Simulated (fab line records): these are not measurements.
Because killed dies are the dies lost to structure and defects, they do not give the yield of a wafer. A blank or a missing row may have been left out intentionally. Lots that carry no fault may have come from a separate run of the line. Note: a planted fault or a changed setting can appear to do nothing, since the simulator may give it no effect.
Matching of chambers + flow n5_finfet + N5_BEOL_M3_ALD_84 on ald_metal-03: 4 sister chambers
The step deposits TaN, pulse time 2 s, purge time 3 s, co reactant purge time 2 s. 22 wafers are shown with their chamber, then 11 later ones without.

## WAFERS WITH THEIR CHAMBER
| wafer  | chamber | heater_power_w (W) |
|--------|---------|--------------------|
| L078.2 | 0       | 469                |
| L078.3 | 3       | 416                |
| L078.5 | 0       | 469                |
| L081.1 | 1       | 374                |
| L081.2 | 3       | 429                |
| L081.4 | 0       | 475                |
| L082.2 | 2       | 382                |
| L082.3 | 1       | 369                |
| L082.4 | 3       | 425                |
| L085.1 | 2       | 382                |
| L085.3 | 1       | 370                |
| L085.5 | 0       | 476                |
| L086.1 | 2       | 388                |
| L086.3 | 1       | 367                |
| L086.6 | 1       | 376                |
| L088.1 | 1       | 372                |
| L088.4 | 0       | 480                |
| L088.5 | 2       | 376                |
| L091.2 | 1       | 371                |
| L091.3 | 2       | 383                |
| L091.5 | 2       | 382                |
| L089.1 | 0       | 475                |

SIGNATURES (means of the wafers above)
| reading        | chamber 0 | chamber 1 | chamber 2 | chamber 3 | scatter within a chamber |
|----------------|-----------|-----------|-----------|-----------|--------------------------|
| heater_power_w | 474.00    | 371.29    | 382.17    | 423.33    | 4.14                     |
Rule: a wafer's distance from a chamber is the root of the sum, over the readings, of the square of ((its reading less the chamber's mean) divided by the reading's scatter). The wafer belongs to the nearest chamber; if the next one is less than 2 further off, it can't be placed. The scatter: take each reading less its chamber's mean, square it, sum over the shown wafers, divide by the number of wafers less the number of chambers, and take the root.

## WAFERS WITHOUT THEIR CHAMBER
| wafer  | heater_power_w (W) |
|--------|--------------------|
| L089.4 | 368                |
| L089.6 | 437                |
| L094.2 | 388                |
| L094.3 | 376                |
| L094.6 | 384                |
| L095.2 | 421                |
| L095.5 | 417                |
| L095.6 | 467                |
| L097.2 | 415                |
| L097.3 | 368                |
| L097.6 | 372                |

## EACH ONE'S CHAMBER
| wafer  | from the rows above     | in truth |
|--------|-------------------------|----------|
| L089.4 | 1                       | 1        |
| L089.6 | 3                       | 3        |
| L094.2 | 2                       | 2        |
| L094.3 | can't be placed: 1 or 2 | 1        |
| L094.6 | 2                       | 2        |
| L095.2 | 3                       | 3        |
| L095.5 | 3                       | 3        |
| L095.6 | 0                       | 0        |
| L097.2 | 3                       | 3        |
| L097.3 | 1                       | 1        |
| L097.6 | 1                       | 1        |
10 of 11 placed correctly. From these rows, 1 cannot be placed; in 1 the true chamber is one of the candidates. Wrongly placed: 0.
